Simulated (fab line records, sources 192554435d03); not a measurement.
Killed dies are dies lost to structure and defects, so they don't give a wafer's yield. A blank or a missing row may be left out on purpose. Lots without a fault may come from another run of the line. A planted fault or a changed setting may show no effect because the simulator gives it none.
Chamber matching | flow n5_finfet | N5_BEOL_M5_ALD_86 on ald_metal-04: 4 sister chambers
The step deposits TaN, pulse time 2 s, purge time 3 s, co reactant purge time 2 s. 7 wafers are shown with their chamber, then 7 later ones without.

WAFERS WITH THEIR CHAMBER
wafer  | chamber | heater_power_w (W)
L078.1 | 2       | 410
L078.3 | 3       | 444
L087.1 | 2       | 417
L087.2 | 1       | 369
L087.6 | 0       | 398
L089.2 | 0       | 398
L089.4 | 1       | 366

WAFERS WITHOUT THEIR CHAMBER
wafer  | heater_power_w (W)
L089.5 | 412
L092.4 | 414
L092.5 | 401
L092.6 | 446
L093.1 | 375
L093.2 | 401
L093.4 | 443

WHICH CHAMBER EACH WENT THROUGH
wafer  | from the rows above | in truth
L089.5 | 2                   | 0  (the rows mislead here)
L092.4 | 2                   | 2
L092.5 | 0                   | 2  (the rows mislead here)
L092.6 | 3                   | 3
L093.1 | 1                   | 1
L093.2 | 0                   | 0
L093.4 | 3                   | 3
Placed correctly: 5 of 7. Can't be placed from these rows: 0. Placed wrongly: 2.
How it was worked out, from the rows above alone: a wafer's distance from a chamber is the root of the sum, over the readings, of the square of ((its reading less the chamber's mean) divided by the reading's scatter). The wafer belongs to the nearest chamber; if the next one is less than 2 further off, it can't be placed. A chamber's mean is the mean of its shown wafers. The scatter: the root of (the sum of the squares of (reading less its chamber's mean) over the shown wafers, divided by (wafers less chambers)).
